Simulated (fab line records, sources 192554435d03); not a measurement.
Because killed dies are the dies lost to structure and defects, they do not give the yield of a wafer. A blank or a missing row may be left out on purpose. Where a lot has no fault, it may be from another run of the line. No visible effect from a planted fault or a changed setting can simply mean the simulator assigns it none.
Lot-split experiment | flow n5-finfet | on a route of 1938 steps: 7 lots, 21 wafers read

== THE SPLIT ==
At N5_DUMMY_GATE_EXPOSE_12 (exposes mask GATE, target cd 25 nm), the setting dose-mj was moved away from the recipe's 34 on 7 of the 21 wafers read, by -7.3% to +7.0%. This setting was run at the recipe's value on the other wafers.

== FROM THE SPLIT TO THE READING: what the file shows between them, 13 steps ==
- N5_DUMMY_GATE_PEB_13: peb time 60 s
- N5_DUMMY_GATE_DEVELOP_14: develop time 30 s
- N5_DUMMY_GATE_CD_MEAS_15: target cd 25.8 nm
- N5_DUMMY_GATE_STRIP_38: strips in N2/H2
- N5_DUMMY_GATE_STRIP_39: strips in N2/H2
- N5_DUMMY_GATE_TRIM_49: chemistry O2, time 29 s, target cd 14 nm
- N5_DUMMY_GATE_STRIP_40: strips in CF4
- N5_DUMMY_GATE_CD_MEAS_50: target cd 14 nm
- N5_DUMMY_GATE_ETCH_31: etches SiO2 in C4F6/O2, target depth 82.5 nm, time 27.5 s
- N5_DUMMY_GATE_STRIP_41: strips in O2
- N5_DUMMY_GATE_ETCH_32: etches SiO2 in CF4, target depth 3.5 nm, time 3.9 s
- N5_DUMMY_GATE_ETCH_23: etches poly-Si in HBr/Cl2/O2, target depth 41 nm, time 22.3 s
- N5_DUMMY_GATE_ETCH_44: etches poly-Si in HBr/O2, stops on SiO2, target depth 127.5 nm

== THE READING ==
cd-nm (nm) at N5_DUMMY_GATE_CD_MEAS_24, where the cd target is 15 nm. Typical for fault-free wafers on this fab line: 15.0 nm, with standard deviation 0.32 nm.

wafer  | tool, chamber at the split | dose-mj as run | against the recipe | cd-nm, nm | against lot-mates on the recipe
L081.2 | euv-scanner-02, 0          | 34             | recipe             | 14.5      | -
L081.4 | euv-scanner-02, 0          | 34             | recipe             | 15.1      | -
L081.5 | euv-scanner-02, 0          | 34             | recipe             | 15.0      | -
L082.2 | euv-scanner-02, 0          | 34             | recipe             | 15.0      | -
L082.3 | euv-scanner-02, 0          | 34             | recipe             | 14.2      | -
L082.5 | euv-scanner-02, 0          | 34             | recipe             | 15.0      | -
L083.2 | euv-scanner-02, 0          | 34             | recipe             | 15.6      | -
L083.3 | euv-scanner-02, 0          | 34             | recipe             | 15.0      | -
L083.6 | euv-scanner-02, 0          | 31.52          | -7.3%              | 16.6      | +1.3
L086.1 | euv-scanner-01, 0          | 34             | recipe             | 14.9      | -
L086.3 | euv-scanner-01, 0          | 34             | recipe             | 15.0      | -
L086.5 | euv-scanner-01, 0          | 34             | recipe             | 14.8      | -
L087.1 | euv-scanner-02, 0          | 34             | recipe             | 14.9      | -
L087.4 | euv-scanner-02, 0          | 31.66          | -6.9%              | 16.3      | +1.6
L087.5 | euv-scanner-02, 0          | 34             | recipe             | 14.5      | -
L092.1 | euv-scanner-01, 0          | 34.73          | +2.1%              | 14.7      | no lot-mate on the recipe
L092.2 | euv-scanner-01, 0          | 34.73          | +2.1%              | 14.8      | no lot-mate on the recipe
L092.5 | euv-scanner-01, 0          | 34.73          | +2.1%              | 14.8      | no lot-mate on the recipe
L096.1 | euv-scanner-02, 0          | 36.38          | +7.0%              | 13.8      | -1.0
L096.2 | euv-scanner-02, 0          | 36.38          | +7.0%              | 13.5      | -1.3
L096.3 | euv-scanner-02, 0          | 34             | recipe             | 14.8      | -

THE FIT
A straight line over all 21 wafers: cd-nm changes by -0.192 nm for each +1% of dose-mj; r = -0.90; the points scatter about the line by 0.3 nm.
The same after taking each lot's own level away (the mean of its wafers on the recipe; 18 wafers): -0.184 nm for each +1%; r = -0.93; scatter 0.26 nm.
According to that fit, moving dose-mj by its largest amount changes the reading by 1.3 nm.
The lots' own levels span 14.70 to 15.30 nm, that is 1.9 times the standard deviation above.
The two slopes are in agreement: the lot-to-lot level therefore moves the slope only a little.
Check: for one of the wafers moved furthest among these (-7.3%), held out of the fit, the line's prediction against its lot-mates is +1.41 nm. It came out at +1.3 nm against them.

== THESE WAFERS: OTHER SPLITS ==
Other splits were also applied to these wafers ahead of the reading. Each is held against what the fit with the lots' levels taken away leaves over:
other split on the same wafers            | wafers away from the commonest value | r with cd-nm (lot level and that fit taken away)
N5_ZERO_LAYER_ETCH_18 icp-w               | 9                                    | +0.01
N5_PMOS_HMC_CHANNEL_EPI_COAT_31 spin-rpm  | 7                                    | -0.13
N5_PMOS_HMC_CHANNEL_EPI_PEB_07 peb-time-s | 6                                    | -0.10
N5_FIN_CUT_COAT_02 spin-rpm               | 8                                    | +0.14
N5_DUMMY_GATE_HM_DEP_06 time-s            | 12                                   | +0.03

== THE WHOLE CHAIN: every reading that the file lists as answering this split, in the file's order ==
step                     | what it does                                                   | reading                                                           | change (the file's fit)               | r (the file's)
N5_DUMMY_GATE_CD_MEAS_15 | target cd 25.8 nm                                              | cd-nm                                                             | -0.21 nm for each +1% of the setting  | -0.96
N5_DUMMY_GATE_TRIM_49    | chemistry O2, time 29 s, target cd 14 nm                       | DUMMY_GATE.cd-nm (the simulator's own value, which no gauge read) | -0.199 nm for each +1% of the setting | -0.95
N5_DUMMY_GATE_CD_MEAS_50 | target cd 14 nm                                                | cd-nm                                                             | -0.215 nm for each +1% of the setting | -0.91
N5_DUMMY_GATE_ETCH_44    | etches poly-Si in HBr/O2, stops on SiO2, target depth 127.5 nm | DUMMY_GATE.cd-nm (the simulator's own value, which no gauge read) | -0.184 nm for each +1% of the setting | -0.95
N5_DUMMY_GATE_CD_MEAS_24 | target cd 15 nm                                                | cd-nm                                                             | -0.191 nm for each +1% of the setting | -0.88

== THE FILE'S OWN FIT ==
cd-nm changes by -0.191 nm for each +1% of dose-mj, r = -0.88.
